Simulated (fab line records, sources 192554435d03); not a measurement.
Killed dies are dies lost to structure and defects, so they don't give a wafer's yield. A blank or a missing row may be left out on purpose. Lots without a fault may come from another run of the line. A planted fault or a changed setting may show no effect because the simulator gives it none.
Chamber matching | flow n5_finfet | N5_BEOL_M10_ETCH_62 on rie_diel-06: 4 sister chambers
The step etches SOC in N2/H2, target depth 110 nm, overetch 22 nm, time 165 s. 8 wafers are shown with their chamber, then 9 later ones without.

WAFERS WITH THEIR CHAMBER
wafer  | chamber | drypump_motor_current_A (A) | showerhead_plenum_p_Torr (Torr)
L080.5 | 1       | 6.3                         | 2.69
L085.1 | 3       | 5.7                         | 2.59
L086.2 | 2       | 5.8                         | 2.50
L086.3 | 3       | 5.7                         | 2.59
L086.6 | 1       | 6.2                         | 2.68
L087.1 | 2       | 5.8                         | 2.50
L087.3 | 0       | 4.8                         | 2.66
L087.6 | 0       | 4.8                         | 2.67

WAFERS WITHOUT THEIR CHAMBER
wafer  | drypump_motor_current_A (A) | showerhead_plenum_p_Torr (Torr)
L090.1 | 6.2                         | 2.68
L090.3 | 5.7                         | 2.59
L090.4 | 5.7                         | 2.59
L092.1 | 5.8                         | 2.50
L092.2 | 4.8                         | 2.66
L092.4 | 6.3                         | 2.68
L097.1 | 4.8                         | 2.65
L097.3 | 5.8                         | 2.50
L097.5 | 4.8                         | 2.65

WHICH CHAMBER EACH WENT THROUGH
wafer  | from the rows above | in truth
L090.1 | 1                   | 1
L090.3 | 3                   | 3
L090.4 | 3                   | 3
L092.1 | 2                   | 2
L092.2 | 0                   | 0
L092.4 | 1                   | 1
L097.1 | 0                   | 0
L097.3 | 2                   | 2
L097.5 | 0                   | 0
Placed correctly: 9 of 9. Can't be placed from these rows: 0. Placed wrongly: 0.
How it was worked out, from the rows above alone: a wafer's distance from a chamber is the root of the sum, over the readings, of the square of ((its reading less the chamber's mean) divided by the reading's scatter). The wafer belongs to the nearest chamber; if the next one is less than 2 further off, it can't be placed. A chamber's mean is the mean of its shown wafers. The scatter: the root of (the sum of the squares of (reading less its chamber's mean) over the shown wafers, divided by (wafers less chambers)).
